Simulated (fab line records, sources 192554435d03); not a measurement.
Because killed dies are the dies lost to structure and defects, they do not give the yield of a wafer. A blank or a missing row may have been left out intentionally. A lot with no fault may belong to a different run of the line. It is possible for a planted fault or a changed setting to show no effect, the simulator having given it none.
Matching of chambers :: flow n5 finfet :: N5_BEOL_M3_PRE_CLEAN_60 on cvd co-01 has 3 sister chambers
The step time 15 s. 3 wafers are shown with their chamber, then 11 later ones without.

## WAFERS PAIRED WITH THEIR CHAMBERS
wafer: L639.4
chamber: 2
heater power w (W): 57

wafer: L646.6
chamber: 0
heater power w (W): 95

wafer: L648.2
chamber: 1
heater power w (W): 98

## WAFERS MISSING THEIR CHAMBER
wafer: L648.3
heater power w (W): 59

wafer: L648.5
heater power w (W): 58

wafer: L649.1
heater power w (W): 95

wafer: L649.3
heater power w (W): 59

wafer: L649.6
heater power w (W): 59

wafer: L651.2
heater power w (W): 98

wafer: L651.4
heater power w (W): 57

wafer: L651.6
heater power w (W): 95

wafer: L654.1
heater power w (W): 60

wafer: L654.2
heater power w (W): 98

wafer: L654.6
heater power w (W): 98

## WHICH CHAMBER EACH WENT THROUGH
wafer: L648.3
from the rows above: 2
in truth: 2

wafer: L648.5
from the rows above: 2
in truth: 2

wafer: L649.1
from the rows above: 0
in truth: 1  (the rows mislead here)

wafer: L649.3
from the rows above: 2
in truth: 2

wafer: L649.6
from the rows above: 2
in truth: 2

wafer: L651.2
from the rows above: 1
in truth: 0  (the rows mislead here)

wafer: L651.4
from the rows above: 2
in truth: 2

wafer: L651.6
from the rows above: 0
in truth: 0

wafer: L654.1
from the rows above: 2
in truth: 2

wafer: L654.2
from the rows above: 1
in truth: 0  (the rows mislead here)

wafer: L654.6
from the rows above: 1
in truth: 1
Correctly placed: 8 of 11. Left unplaced by these rows: 0. Number placed wrongly: 3.
How it was worked out, from the rows above alone: a wafer's distance from a chamber is the root of the sum, over the readings, of the square of ((its reading less the chamber's mean) divided by the reading's scatter). If the next closest chamber is less than 2 further off than the closest, the wafer can't be placed; otherwise it belongs to the closest. For every chamber, the mean is computed from those of its wafers that are shown. The scatter: with one shown wafer a chamber, the root of the mean of the squares of how far each hidden wafer lies from its nearest shown one.
